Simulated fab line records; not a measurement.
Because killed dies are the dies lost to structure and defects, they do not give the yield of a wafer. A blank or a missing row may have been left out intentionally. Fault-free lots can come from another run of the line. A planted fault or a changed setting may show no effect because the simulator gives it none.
fab line records	flow nandHarc
[record] lots = 6	wafers = 18	lastDay = 33
route steps=1302 shown A_CHANNEL_HOLE_D2@584 A_CHANNEL_FILL_D2@610 END@1302
lots that met no fault: from a run of the same line without faults
startH: hours from the record's first day to the start of the lot's first wafer shown	waitH: hours since the lot's step before	" as in the row above	L1.1+2: a single row standing in for several wafers	- no value, or no start given	* or withheld: withheld	< > ~ a bound
route shown NAME@n: names a module that has steps shown in the file, with the first one's number in the route	usual: mean and standard deviation over wafers with no fault	same: alike in all rows	chamber/n: place in a boat	sites: readings site by site	_std_site: the values' standard deviation	_edge_site: inner sites' mean taken away from outer sites' mean	radiusMm: for every site, how far away it sits from the centre of the wafer	mask NAME#n: copy n	behind: tool/chamber where the wafer was last shaped	hold: what put the lot on hold/how long, in hours/how the hold closed	device: the transistor (n, p or np) that didn't switch	end of line: the same wafers' tests at the end of the route	where a step has no rows: the recipe by itself	killed: dies lost to structure and defects at the first sort, not the wafer's yield	map: the dies of a wafer, with x for killed, . for not killed, _ for no die there
set.NAME: the setting the step ran with; set.NAME@STEP: the setting that earlier step ran with	model.NAME: the simulator's own value behind a step, which no gauge read
lots seen at some steps along the route; tables by step, rows by wafer
services: the hour from which a tool's chamber was out of use, counted from the record's first day as startH (under 0 if before that day), plus the number of hours and why
[[steps]]
[step NHARC_A_CHANNEL_HOLE_D2_INSPECT_12]
[usual] rawDefectCount = 28/22
lot.wafer	tool	chamber	startH	waitH	rawDefectCount
L826.3	defectInspect-02	-	338.92	0.0	11
L826.4	"	-	"	"	9
L826.5	"	-	"	"	3
L831.1	defectInspect-02	-	393.76	0.0	64
L831.2	"	-	"	"	72
L831.5	"	-	"	"	63
L832.1	defectInspect-02	-	405.16	0.0	8
L832.3	"	-	"	"	9
L832.5	"	-	"	"	11
L837.1	defectInspect-02	-	456.24	0.0	51
L837.3	"	-	"	"	48
L837.5	"	-	"	"	62
L838.3	defectInspect-01	-	463.89	0.0	11
L838.5	"	-	"	"	15
L838.6	"	-	"	"	18
L843.3	defectInspect-02	-	523.79	0.0	22
L843.4	"	-	"	"	28
L843.6	"	-	"	"	24
[step NHARC_A_CHANNEL_HOLE_D2_DESCUM_15]
[recipe] timeS = 3	o2FlowSccm = 200	arFlowSccm = 0	biasPowerW = 0	chemistry = O2
[usual] drypumpMotorCurrentA = 5.7/0.48	oesProductAu = 0.998/0.0077	rfVppV = 57.8/0.87	showerheadPlenumPTorr = 1.92/0.077	throttleValvePct = 11.311/0.0087
lot.wafer	tool	chamber	startH	waitH	drypumpMotorCurrentA	oesProductAu	rfHoursCounterH	rfVppV	showerheadPlenumPTorr	throttleValvePct
L826.4	rieDiel-13	0	338.98	0.1	6.1	1.004	10	56.7	1.93	11.299
L826.3	"	1	"	"	5.5	0.992	10	58.7	2.05	11.310
L826.5	"	0	"	"	6.1	0.998	-	57.0	1.93	11.293
L831.2	rieDiel-01	0	393.82	0.1	5.4	1.000	0	55.9	1.84	11.316
L831.1	"	2	"	"	5.2	1.003	0	57.5	1.83	11.313
L831.5	"	0	"	"	5.4	0.998	-	58.3	1.84	11.321
L832.3	rieDiel-01	1	405.22	0.1	5.8	1.006	1	57.9	1.97	11.299
L832.1	"	3	"	"	6.5	0.996	2	58.6	1.89	11.321
L832.5	"	2	"	"	5.2	1.005	-	57.7	1.83	11.318
L837.3	rieDiel-01	0	456.30	0.1	5.4	1.001	4	57.4	1.84	11.311
L837.1	"	3	"	"	6.5	0.995	4	57.4	1.89	11.308
L837.5	"	1	"	"	5.8	1.005	-	59.2	1.97	11.299
L838.3	rieDiel-01	2	463.95	0.1	5.1	0.983	5	57.5	1.82	11.312
L838.6	"	2	"	"	5.2	0.992	-	57.0	1.82	11.319
L838.5	"	3	"	"	6.5	0.985	-	58.2	1.89	11.313
L843.4	rieDiel-07	0	523.86	0.1	6.3	1.016	2	56.7	1.81	11.323
L843.3	"	2	"	"	5.0	0.998	2	58.0	1.91	11.303
L843.6	"	0	"	"	6.3	1.002	-	57.7	1.81	11.309
[step NHARC_A_CHANNEL_HOLE_D2_ETCH_38]
[recipe] targetDepthA = 390	overEtchFrac = 0.3	timeS = 65	ionEnergyEv = 80	cf4FlowSccm = 150	arFlowSccm = 0	rfW = 300	biasW = 100	chemistry = CF4
[step NHARC_A_CHANNEL_HOLE_D2_ETCH_39]
[recipe] targetDepthA = 2600	overEtchFrac = 0.3	timeS = 325	ionEnergyEv = 200	n2FlowSccm = 150	h2FlowSccm = 150	arFlowSccm = 0	rfW = 400	biasW = 150	chemistry = N2/H2
[step NHARC_A_CHANNEL_HOLE_D2_ETCH_34]
[recipe] targetDepthA = 1540	timeS = 77	cf4FlowSccm = 100	chf3FlowSccm = 30	arFlowSccm = 0	rfW = 500	biasW = 200	chemistry = CF4/CHF3
[step NHARC_A_CHANNEL_HOLE_D2_ETCH_16]
[recipe] targetDepthA = 31000	overEtchFrac = 0.3	timeS = 806	ionEnergyEv = 150	o2FlowSccm = 400	cosFlowSccm = 20	arFlowSccm = 0	rfW = 500	biasW = 300	chemistry = O2/COS
[usual] drypumpMotorCurrentA = 5.7/0.48	oesProductAu = 0.999/0.008	rfVppV = 314.3/1.8	showerheadPlenumPTorr = 3.13/0.11	throttleValvePct = 28.331/0.0081
lot.wafer	tool	chamber	startH	waitH	drypumpMotorCurrentA	oesProductAu	rfHoursCounterH	rfVppV	showerheadPlenumPTorr	throttleValvePct
L826.4	rieDiel-13	3	-	-	5.9	1.000	11	316.1	3.24	28.327
L826.3	"	2	"	"	5.1	1.008	11	316.0	3.25	28.335
L826.5	"	0	"	"	6.1	0.997	-	315.1	3.15	28.322
L831.1	rieDiel-01	0	-	-	5.5	1.004	0	312.9	3.01	28.325
L831.2	"	3	"	"	6.5	0.999	1	315.1	3.09	28.326
L831.5	"	0	"	"	5.5	1.002	-	314.1	3.01	28.349
L832.3	rieDiel-01	3	-	-	6.5	0.994	2	314.0	3.09	28.352
L832.1	"	1	"	"	5.8	0.997	2	316.2	3.21	28.338
L832.5	"	2	"	"	5.2	0.996	-	311.7	2.99	28.333
L837.1	rieDiel-01	1	-	-	5.8	0.993	3	315.5	3.21	28.328
L837.3	"	2	"	"	5.2	0.992	4	312.0	2.99	28.308
L837.5	"	2	"	"	5.2	1.003	-	312.7	2.99	28.318
L838.3	rieDiel-01	0	-	-	5.5	0.999	5	312.3	3.01	28.336
L838.5	"	2	"	"	5.2	0.996	-	312.9	2.99	28.326
L838.6	"	3	"	"	6.5	0.991	-	314.2	3.09	28.321
L843.3	rieDiel-07	0	-	-	6.4	1.005	2	310.4	2.96	28.323
L843.4	"	1	"	"	6.1	1.006	2	312.4	3.05	28.321
L843.6	"	2	"	"	5.0	1.003	-	314.7	3.12	28.325
[step NHARC_A_CHANNEL_HOLE_D2_CD_MEAS_18]
[usual] cdNm = 99.5/1.5
lot.wafer	tool	chamber	startH	waitH	cdNm
L826.3	cdSem-01	-	340.10	-	101.6
L826.4	"	-	"	"	99.7
L826.5	"	-	"	"	100.9
L831.1	cdSem-01	-	394.93	-	96.2
L831.2	"	-	"	"	99.3
L831.5	"	-	"	"	97.5
L832.1	cdSem-01	-	406.32	-	100.5
L832.3	"	-	"	"	100.0
L832.5	"	-	"	"	99.0
L837.1	cdSem-01	-	457.41	-	99.2
L837.3	"	-	"	"	99.6
L837.5	"	-	"	"	100.9
L838.3	cdSem-02	-	465.06	-	96.3
L838.5	"	-	"	"	98.8
L838.6	"	-	"	"	98.9
L843.3	cdSem-02	-	524.98	-	99.3
L843.4	"	-	"	"	101.5
L843.6	"	-	"	"	102.4
[step NHARC_A_CHANNEL_HOLE_D2_ETCH_19]
[recipe] biasV = 1200	sourceW = 2500	pressureMtorr = 15	timeS = 34.5	arFlowSccm = 375	c4f8FlowSccm = 28.8	o2FlowSccm = 96.2	tempC = -20	targetDepthA = *	chemistry = C4F8/O2/Ar
[usual] drypumpMotorCurrentA = 6.04/0.24	showerheadPlenumPTorr = 3.64/0.11	throttleValvePct = 37.038/0.0089
lot.wafer	tool	chamber	startH	waitH	drypumpMotorCurrentA	rfHoursCounterH	showerheadPlenumPTorr	throttleValvePct
L826.4	harEtch-01	1	342.24	2.1	5.93	-	3.50	37.043
L826.3	"	0	"	"	6.36	-	3.73	37.053
L826.5	"	0	"	"	6.37	-	3.73	37.041
L831.2	harEtch-02	1	395.00	0.1	5.74	0	3.75	37.033
L831.1	"	0	"	"	6.07	0	3.67	37.050
L831.5	"	1	"	"	5.69	-	3.75	37.042
L832.1	harEtch-02	1	406.39	0.1	5.74	8	3.74	37.042
L832.3	"	1	"	"	5.74	-	3.74	37.049
L832.5	"	0	"	"	6.07	-	3.66	37.042
L837.1	harEtch-02	1	457.50	0.1	5.68	34	3.73	37.032
L837.3	"	1	"	"	5.73	-	3.73	37.023
L837.5	"	1	"	"	5.72	-	3.73	37.039
L838.3	harEtch-01	1	468.42	3.4	5.94	-	3.46	37.053
L838.6	"	0	"	"	6.37	-	3.69	37.039
L838.5	"	1	"	"	5.94	-	3.46	37.040
L843.3	harEtch-01	1	525.08	0.1	5.92	-	3.44	37.048
L843.4	"	0	"	"	6.35	-	3.67	37.042
L843.6	"	0	"	"	6.36	-	3.67	37.029
[step NHARC_A_CHANNEL_HOLE_D2_ETCH_20]
[recipe] biasV = 3000	sourceW = withheld	pressureMtorr = 20	timeS = 361.9	arFlowSccm = 375	c4f8FlowSccm = 89.3	o2FlowSccm = 35.7	tempC = -20	targetDepthA = 16000	chemistry = C4F8/O2/Ar
[step NHARC_A_CHANNEL_HOLE_D2_ETCH_21]
[recipe] biasV = 3000	sourceW = withheld	pressureMtorr = 20	timeS = 514.3	arFlowSccm = 375	c4f8FlowSccm = 89.3	o2FlowSccm = 35.7	tempC = -20	targetDepthA = 16000	chemistry = C4F8/O2/Ar
[step NHARC_A_CHANNEL_HOLE_D2_ETCH_22]
[recipe] biasV = 3000	sourceW = withheld	pressureMtorr = 20	timeS = 666.7	arFlowSccm = 375	c4f8FlowSccm = 89.3	o2FlowSccm = 35.7	tempC = -20	targetDepthA = 16000	chemistry = C4F8/O2/Ar
[step NHARC_A_CHANNEL_HOLE_D2_ETCH_23]
[recipe] biasV = 5000	sourceW = withheld	pressureMtorr = 20	timeS = 819	arFlowSccm = 375	c4f8FlowSccm = 89.3	o2FlowSccm = 35.7	tempC = -20	targetDepthA = 16000	chemistry = C4F8/O2/Ar
[step NHARC_A_CHANNEL_HOLE_D2_ETCH_24]
[recipe] biasV = 5000	sourceW = withheld	pressureMtorr = 20	timeS = 906.2	arFlowSccm = 375	c4f8FlowSccm = 93.8	o2FlowSccm = 31.2	tempC = -20	targetDepthA = 15000	chemistry = C4F8/O2/Ar
[usual] drypumpMotorCurrentA = 6.04/0.24	showerheadPlenumPTorr = 3.59/0.11	throttleValvePct = 32.235/0.0097
lot.wafer	tool	chamber	startH	waitH	drypumpMotorCurrentA	rfHoursCounterH	showerheadPlenumPTorr	throttleValvePct
L826.4	harEtch-01	1	344.60	0.6	5.92	-	3.46	32.228
L826.3	"	0	"	"	6.38	-	3.68	32.239
L826.5	"	0	"	"	6.39	-	3.68	32.235
L831.2	harEtch-02	1	397.14	0.6	5.74	2	3.70	32.233
L831.1	"	0	"	"	6.09	2	3.62	32.250
L831.5	"	1	"	"	5.72	-	3.70	32.233
L832.1	harEtch-02	1	408.50	0.6	5.72	10	3.69	32.237
L832.3	"	1	"	"	5.70	-	3.69	32.226
L832.5	"	0	"	"	6.05	-	3.62	32.219
L837.1	harEtch-02	1	459.74	0.6	5.69	36	3.68	32.244
L837.3	"	1	"	"	5.72	-	3.68	32.235
L837.5	"	1	"	"	5.73	-	3.68	32.225
L838.3	harEtch-01	1	470.87	0.6	5.93	-	3.42	32.236
L838.6	"	0	"	"	6.34	-	3.64	32.248
L838.5	"	1	"	"	5.92	-	3.42	32.238
L843.3	harEtch-01	1	527.41	0.6	5.89	-	3.40	32.233
L843.4	"	0	"	"	6.35	-	3.62	32.228
L843.6	"	0	"	"	6.37	-	3.62	32.250
[step NHARC_A_CHANNEL_HOLE_D2_ETCH_25]
[recipe] biasV = 5000	sourceW = withheld	pressureMtorr = 20	timeS = 1040.2	arFlowSccm = 375	c4f8FlowSccm = 93.8	o2FlowSccm = 31.2	tempC = -20	targetDepthA = 15000	chemistry = C4F8/O2/Ar
[step NHARC_A_CHANNEL_HOLE_D2_ETCH_26]
[recipe] biasV = 300	sourceW = 2000	pressureMtorr = 30	timeS = 224.1	arFlowSccm = 375	c4f8FlowSccm = 11.4	o2FlowSccm = 113.6	tempC = -20	targetDepthA = 3000	chemistry = C4F8/O2/Ar
[step NHARC_A_CHANNEL_HOLE_D2_ETCH_27]
[recipe] biasV = 400	sourceW = 2000	pressureMtorr = 25	timeS = 90	arFlowSccm = 375	c4f8FlowSccm = 41.7	o2FlowSccm = 83.3	tempC = -20	targetDepthA = 4000	chemistry = C4F8/O2/Ar
[step NHARC_A_CHANNEL_HOLE_D2_STRIP_41]
[recipe] n2FlowSccm = 150	h2FlowSccm = 150	arFlowSccm = 0	biasW = 0	chemistry = N2/H2
[step NHARC_A_CHANNEL_HOLE_D2_STRIP_42]
[recipe] cf4FlowSccm = 100	chf3FlowSccm = 30	arFlowSccm = 0	biasW = 0	chemistry = CF4/CHF3
[step NHARC_A_CHANNEL_HOLE_D2_STRIP_43]
[recipe] o2FlowSccm = 400	cosFlowSccm = 20	arFlowSccm = 0	biasW = 0	chemistry = O2/COS
[step NHARC_A_CHANNEL_HOLE_D2_ETCH_44]
[recipe] targetDepthA = 1400	overetchA = 140	timeS = 77	ionEnergyEv = 100	cf4FlowSccm = 80	o2FlowSccm = 20	arFlowSccm = 0	rfW = 300	biasW = 100	chemistry = CF4/O2
[step NHARC_A_CHANNEL_HOLE_D2_STRIP_28]
[recipe] o2FlowSccm = 500	arFlowSccm = 0	biasW = 0	chemistry = O2
[usual] drypumpMotorCurrentA = 5.7/0.48	oesProductAu = 1.000/0.0077	rfVppV = 57.9/0.84	showerheadPlenumPTorr = 3.54/0.13	throttleValvePct = 17.037/0.0093
lot.wafer	tool	chamber	startH	waitH	drypumpMotorCurrentA	oesProductAu	rfHoursCounterH	rfVppV	showerheadPlenumPTorr	throttleValvePct
L826.3	rieDiel-07	1	-	-	6.1	0.986	2.7	58.5	3.45	17.048
L826.4	"	0	"	"	6.3	0.995	2.6	58.1	3.35	17.032
L826.5	"	1	"	"	6.1	0.995	-	57.1	3.45	17.040
L831.2	rieDiel-13	2	-	-	5.1	1.007	1.2	58.1	3.67	17.025
L831.1	"	0	"	"	6.1	1.012	1.6	58.6	3.56	17.040
L831.5	"	2	"	"	5.1	1.001	-	57.3	3.66	17.018
L832.1	rieDiel-07	0	-	-	6.3	0.982	5.5	56.3	3.35	17.018
L832.3	"	1	"	"	6.1	0.996	5.8	56.8	3.45	17.042
L832.5	"	0	"	"	6.3	0.985	-	57.0	3.35	17.041
L837.1	rieDiel-07	2	-	-	4.9	1.008	9.3	57.0	3.53	17.035
L837.3	"	0	"	"	6.3	1.007	8.7	59.2	3.35	17.039
L837.5	"	3	"	"	5.8	1.008	-	58.0	3.68	17.027
L838.3	rieDiel-13	2	-	-	5.1	0.997	4.1	57.9	3.66	17.013
L838.6	"	2	"	"	5.0	1.007	-	58.5	3.66	17.039
L838.5	"	3	"	"	5.9	0.996	-	57.3	3.66	17.028
L843.4	rieDiel-01	0	-	-	5.5	1.001	7.8	58.6	3.40	17.033
L843.3	"	2	"	"	5.2	1.001	8.8	57.7	3.37	17.045
L843.6	"	0	"	"	5.5	1.006	-	57.4	3.40	17.048
[step NHARC_A_CHANNEL_HOLE_D2_PRECLEAN_29]
[recipe] timeS = *	tempC = 50	bathAgeMin = 0	chemistry = SC1
[step NHARC_A_CHANNEL_HOLE_D2_SRD_30]
[step NHARC_A_CHANNEL_HOLE_D2_CD_MEAS_31]
[usual] cdNm = 90.0/1.1
lot.wafer	tool	chamber	startH	waitH	cdNm
L826.3	cdSem-01	-	347.74	-	89.2
L826.4	"	-	"	"	91.3
L826.5	"	-	"	"	89.6
L831.1	cdSem-02	-	400.98	-	89.3
L831.2	"	-	"	"	89.4
L831.5	"	-	"	"	89.3
L832.1	cdSem-01	-	411.88	-	91.2
L832.3	"	-	"	"	90.7
L832.5	"	-	"	"	90.3
L837.1	cdSem-02	-	463.00	-	89.2
L837.3	"	-	"	"	90.9
L837.5	"	-	"	"	88.8
L838.3	cdSem-03	-	474.33	-	89.1
L838.5	"	-	"	"	89.9
L838.6	"	-	"	"	88.9
L843.3	cdSem-03	-	530.58	-	91.3
L843.4	"	-	"	"	89.8
L843.6	"	-	"	"	91.0
[step NHARC_A_CHANNEL_HOLE_D2_XSEM_32]
[recipe] landingEnergyEv = 35000
[usual] botCdNm = 74.5/1.3	bowNm = 8.60/0.23	tiltDeg = 0.09/0.041
lot.wafer	tool	chamber	startH	waitH	botCdNm	bowNm	tiltDeg
L826.3	xsem-02	0	347.84	0.1	73.5	8.62	0.08
L826.4	"	0	"	"	75.5	8.54	0.08
L826.5	"	0	"	"	73.9	8.61	0.08
L831.1	xsem-01	0	401.07	0.1	73.3	8.57	0.11
L831.2	"	0	"	"	72.9	8.66	0.11
L831.5	"	0	"	"	74.4	8.76	0.11
L832.1	xsem-01	0	411.97	0.1	76.0	8.78	0.11
L832.3	"	0	"	"	73.5	8.83	0.11
L832.5	"	0	"	"	74.7	8.77	0.11
L837.1	xsem-01	0	463.10	0.1	73.0	9.13	0.06
L837.3	"	0	"	"	75.5	9.06	0.06
L837.5	"	0	"	"	72.7	9.15	0.06
L838.3	xsem-02	0	474.43	0.1	73.4	8.25	0.14
L838.5	"	0	"	"	73.9	8.21	0.14
L838.6	"	0	"	"	73.5	8.27	0.14
L843.3	xsem-02	0	530.67	0.1	75.7	8.68	0.11
L843.4	"	0	"	"	74.7	8.81	0.11
L843.6	"	0	"	"	74.3	8.72	0.11
[step NHARC_A_CHANNEL_HOLE_D2_INSPECT_40]
[usual] rawDefectCount = 268/85
lot.wafer	tool	chamber	startH	waitH	rawDefectCount
L826.3	defectInspect-02	-	347.93	-	336
L826.4	"	-	"	"	287
L826.5	"	-	"	"	202
L831.1	defectInspect-02	-	401.16	-	666
L831.2	"	-	"	"	389
L831.5	"	-	"	"	296
L832.1	defectInspect-02	-	412.07	-	329
L832.3	"	-	"	"	279
L832.5	"	-	"	"	608
L837.1	defectInspect-01	-	463.19	-	196
L837.3	"	-	"	"	201
L837.5	"	-	"	"	215
L838.3	defectInspect-02	-	474.52	-	268
L838.5	"	-	"	"	207
L838.6	"	-	"	"	277
L843.3	defectInspect-02	-	530.76	-	220
L843.4	"	-	"	"	472
L843.6	"	-	"	"	373
[step NHARC_A_CHANNEL_FILL_D2_PRECLEAN_00]
[recipe] timeS = *	tempC = 50	bathAgeMin = 0	chemistry = SC1
[step NHARC_END_SORT_01]
[recipe] tempC = 25
[usual] killedAtArray = 54/23	killedAtOther = 1.2/1.5	killedAtPeriphery = 3.9/2.5	killedDies = 59/23	killedOpen = 3.2/1.7	killedShort = 2.4/1.6
[same] grossDies = 677
lot.wafer	tool	chamber	startH	waitH	killedAtArray	killedAtOther	killedAtPeriphery	killedDies	killedOpen	killedShort
L826.3	prober-01	0	616.92	3.1	32	1	4	37	3	3
L826.4	prober-01	0	617.71	3.4	34	0	1	35	2	3
L826.5	prober-01	0	618.51	3.7	16	2	1	19	3	2
L832.1	prober-01	0	657.14	2.5	20	3	4	27	5	1
L832.3	prober-01	0	658.74	3.1	23	4	5	32	2	4
L832.5	prober-01	0	660.33	3.7	105	2	5	112	9	3
L831.1	prober-02	0	658.90	2.5	119	0	3	122	3	1
L831.2	prober-02	0	659.70	2.8	72	0	1	73	3	2
L831.5	prober-02	0	662.10	3.7	72	0	3	75	1	4
L837.1	prober-01	0	734.09	2.5	81	3	2	86	5	3
L837.3	prober-01	0	735.69	3.1	87	0	3	90	5	3
L837.5	prober-01	0	737.29	3.7	81	0	5	86	5	2
L838.3	prober-01	0	743.78	3.1	56	0	3	59	2	6
L838.5	prober-01	0	745.39	3.7	59	0	3	62	3	2
L838.6	prober-01	0	746.19	4.0	44	0	6	50	4	1
L843.3	prober-01	0	787.71	3.1	56	2	1	59	5	2
L843.4	prober-01	0	788.49	3.4	41	0	3	44	1	1
L843.6	prober-01	0	790.06	3.9	54	0	3	57	3	5
// killed by level:class
L826.3 A_CHANNEL_HOLE_D2:chamberFilmFlake=7 A_CONTACT:chamberFilmFlake=6 P_GATE:chamberFilmFlake=4 A_CHANNEL_FILL_D1:chamberFilmFlake=4 A_M1:chamberFilmFlake=3 A_CHANNEL_HOLE_D1:chamberFilmFlake=2 A_STAIRCASE:chamberFilmFlake=2 A_CHANNEL_HOLE_D1:geometricParticle:short=1
L826.4 A_CHANNEL_HOLE_D2:chamberFilmFlake=12 A_M1:chamberFilmFlake=5 A_CHANNEL_HOLE_D1:chamberFilmFlake=3 A_STAIRCASE:chamberFilmFlake=2 A_WL_FILL:chamberFilmFlake=2 A_ONON_D1:geometricParticle:short=1 A_CHANNEL_FILL_D1:geometricParticle:short=1 A_ONON_D2:geometricParticle:short=1
L826.5 A_CHANNEL_HOLE_D2:chamberFilmFlake=4 A_WL_FILL:chamberFilmFlake=2 A_M1:chamberFilmFlake=2 THIN_TSV:chamberFilmFlake=2 A_ONON_D1:geometricParticle:short=1 A_ONON_D1:geometricParticle:open=1 A_CHANNEL_HOLE_D2:geometricParticle:open=1 A_CONTACT:geometricParticle:open=1
L832.1 A_CHANNEL_HOLE_D1:chamberFilmFlake=3 A_DECK1_JOINT:chamberFilmFlake=3 A_WL_FILL:chamberFilmFlake=3 THIN_TSV:chamberFilmFlake=3 P_CONTACT:chamberFilmFlake=2 A_SLIT:chamberFilmFlake=2 P_CONTACT:geometricParticle:open=1 A_ONON_D1:geometricParticle:open=1
L832.3 A_CONTACT:chamberFilmFlake=5 A_CHANNEL_HOLE_D1:chamberFilmFlake=4 A_STAIRCASE:chamberFilmFlake=3 THIN_TSV:chamberFilmFlake=3 P_ZERO_WELL:chamberFilmFlake=2 P_CONTACT:chamberFilmFlake=2 A_ONON_D1:geometricParticle:short=1 A_CHANNEL_HOLE_D1:geometricParticle:short=1
L831.1 A_CHANNEL_HOLE_D2:unspecified=69 A_SLIT:chamberFilmFlake=26 A_CHANNEL_HOLE_D1:chamberFilmFlake=14 A_ONON_D1:geometricParticle:open=2 P_BONDPAD:chamberFilmFlake=2 A_ZERO_WELL:chamberFilmFlake=2 A_CHANNEL_HOLE_D2:chamberFilmFlake=2 A_CONTACT:chamberFilmFlake=2
L831.2 A_CHANNEL_HOLE_D1:chamberFilmFlake=37 A_SLIT:chamberFilmFlake=23 A_ZERO_WELL:chamberFilmFlake=2 A_STAIRCASE:chamberFilmFlake=2 A_CONTACT:chamberFilmFlake=2 P_STI:geometricParticle:open=1 A_CHANNEL_FILL_D1:geometricParticle:short=1 A_CHANNEL_FILL_D2:geometricParticle:short=1
L832.5 A_CHANNEL_HOLE_D2:unspecified=78 A_CHANNEL_HOLE_D1:chamberFilmFlake=5 A_ONON_D1:geometricParticle:open=3 P_CONTACT:chamberFilmFlake=3 A_STAIRCASE:chamberFilmFlake=3 THIN_TSV:chamberFilmFlake=2 A_SLIT:chamberFilmFlake=2 A_WL_FILL:chamberFilmFlake=2
L831.5 A_CHANNEL_HOLE_D1:chamberFilmFlake=34 A_SLIT:chamberFilmFlake=23 A_CONTACT:chamberFilmFlake=4 A_ZERO_WELL:chamberFilmFlake=3 A_CHANNEL_HOLE_D2:chamberFilmFlake=2 A_STAIRCASE:chamberFilmFlake=2 P_STI:geometricParticle:open=1 P_M0:geometricParticle:short=1
L837.1 A_SLIT:chamberFilmFlake=34 A_CHANNEL_HOLE_D1:chamberFilmFlake=32 A_STAIRCASE:chamberFilmFlake=5 A_CONTACT:chamberFilmFlake=3 THIN_TSV:chamberFilmFlake=3 A_CHANNEL_FILL_D2:geometricParticle:open=2 A_WL_FILL:geometricParticle:short=2 P_GATE:geometricParticle:open=1
L837.3 A_CHANNEL_HOLE_D1:chamberFilmFlake=33 A_SLIT:chamberFilmFlake=33 A_STAIRCASE:chamberFilmFlake=9 A_CONTACT:chamberFilmFlake=4 A_ONON_D1:geometricParticle:open=2 P_GATE:geometricParticle:short=1 P_GATE:geometricParticle:open=1 A_SOURCE_PLATE:geometricParticle:open=1
L837.5 A_CHANNEL_HOLE_D1:chamberFilmFlake=37 A_SLIT:chamberFilmFlake=27 A_STAIRCASE:chamberFilmFlake=7 A_CONTACT:chamberFilmFlake=4 A_ONON_D1:geometricParticle:open=2 P_GATE:chamberFilmFlake=2 P_STI:geometricParticle:short=1 P_GATE:geometricParticle:open=1
L838.3 A_SLIT:chamberFilmFlake=19 A_CHANNEL_HOLE_D2:chamberFilmFlake=17 A_CHANNEL_HOLE_D1:chamberFilmFlake=4 A_DECK1_JOINT:geometricParticle:short=3 P_M0:chamberFilmFlake=3 A_STAIRCASE:chamberFilmFlake=3 A_CONTACT:chamberFilmFlake=3 A_WL_FILL:chamberFilmFlake=2
L838.5 A_SLIT:chamberFilmFlake=24 A_CHANNEL_HOLE_D2:chamberFilmFlake=12 A_CHANNEL_HOLE_D1:chamberFilmFlake=10 A_CONTACT:chamberFilmFlake=5 A_M0:geometricParticle:open=2 P_M2:chamberFilmFlake=2 A_STAIRCASE:chamberFilmFlake=2 A_SOURCE_PLATE:geometricParticle:short=1
L838.6 A_CHANNEL_HOLE_D2:chamberFilmFlake=13 A_CHANNEL_HOLE_D1:chamberFilmFlake=11 A_SLIT:chamberFilmFlake=10 P_M2:chamberFilmFlake=3 A_M0:geometricParticle:open=2 P_M0:chamberFilmFlake=2 P_M1:geometricParticle:open=1 A_CHANNEL_FILL_D2:geometricParticle:open=1
L843.3 A_CHANNEL_HOLE_D2:chamberFilmFlake=21 A_SLIT:chamberFilmFlake=15 A_CHANNEL_HOLE_D1:chamberFilmFlake=9 A_CONTACT:chamberFilmFlake=5 A_ONON_D1:geometricParticle:open=1 A_CHANNEL_HOLE_D1:geometricParticle:open=1 A_DECK1_JOINT:geometricParticle:short=1 A_CHANNEL_FILL_D2:geometricParticle:open=1
L843.4 A_SLIT:chamberFilmFlake=15 A_CHANNEL_HOLE_D2:chamberFilmFlake=11 A_CONTACT:chamberFilmFlake=7 A_CHANNEL_HOLE_D1:chamberFilmFlake=4 P_GATE:chamberFilmFlake=2 A_M1:chamberFilmFlake=2 P_CONTACT:geometricParticle:open=1 A_WL_FILL:geometricParticle:short=1
L843.6 A_SLIT:chamberFilmFlake=15 A_CHANNEL_HOLE_D1:chamberFilmFlake=15 A_CHANNEL_HOLE_D2:chamberFilmFlake=12 P_GATE:chamberFilmFlake=2 A_CONTACT:chamberFilmFlake=2 P_GATE:geometricParticle:short=1 A_ONON_D1:geometricParticle:short=1 A_CHANNEL_FILL_D1:geometricParticle:short=1
[[services]]
tool	chamber	startH	hours	kind
xsem-02	-	315.04	4.3	repair
rieDiel-01	0	335.30	-	clean
rieDiel-01	1	335.30	-	clean
rieDiel-01	2	335.30	-	clean
rieDiel-01	3	335.30	-	clean
rieDiel-13	-	342.05	9.0	pm
rieDiel-01	0	359.80	-	clean
rieDiel-01	1	359.80	-	clean
rieDiel-01	2	359.80	-	clean
rieDiel-01	3	359.80	-	clean
xsem-01	-	374.00	14.0	pm
harEtch-02	-	377.00	17.0	pm
rieDiel-01	-	380.80	9.0	pm
rieDiel-01	0	380.80	9.0	ventCycle
rieDiel-01	1	380.80	9.0	ventCycle
rieDiel-01	1	409.26	5.1	repair
rieDiel-07	3	418.56	12.6	repair
rieDiel-13	-	419.34	0.2	repair
rieDiel-01	1	421.11	6.7	repair
rieDiel-07	1	464.16	18.0	repair
rieDiel-07	-	471.20	9.0	pm
rieDiel-07	1	483.16	9.5	repair
rieDiel-01	2	510.22	2.7	repair
rieDiel-13	-	519.05	9.0	pm
[[key]]
[firstSign] step = NHARC_A_CHANNEL_HOLE_D2_INSPECT_40	reading = rawDefectCount	direction = up	sigmas = 4.3	usual = 268	struck = 637
[moreKillsBornAt] NHARC_A_CHANNEL_HOLE_D2_ETCH_24@harEtch-02 = 122
metAt NHARC_A_CHANNEL_HOLE_D2_ETCH_24
struckWafers L831.1,L832.5
testerLeftOut L831,L832
[fault] kind = chamberParticleSource	tool = harEtch-02	chamber = 0	onsetH = 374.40	steps = NHARC_A_CHANNEL_HOLE_D2_ETCH_24	ratePerVisitCm2 = 0.5725	endH = 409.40
// testerLeftOut: of these lots the tester's yield and bins aren't shown, on N5 and GAA mostly nor the transistor test; their killed dies are dies lost to structure and defects alone, not to doping, threshold or leakage, so they don't give the yield
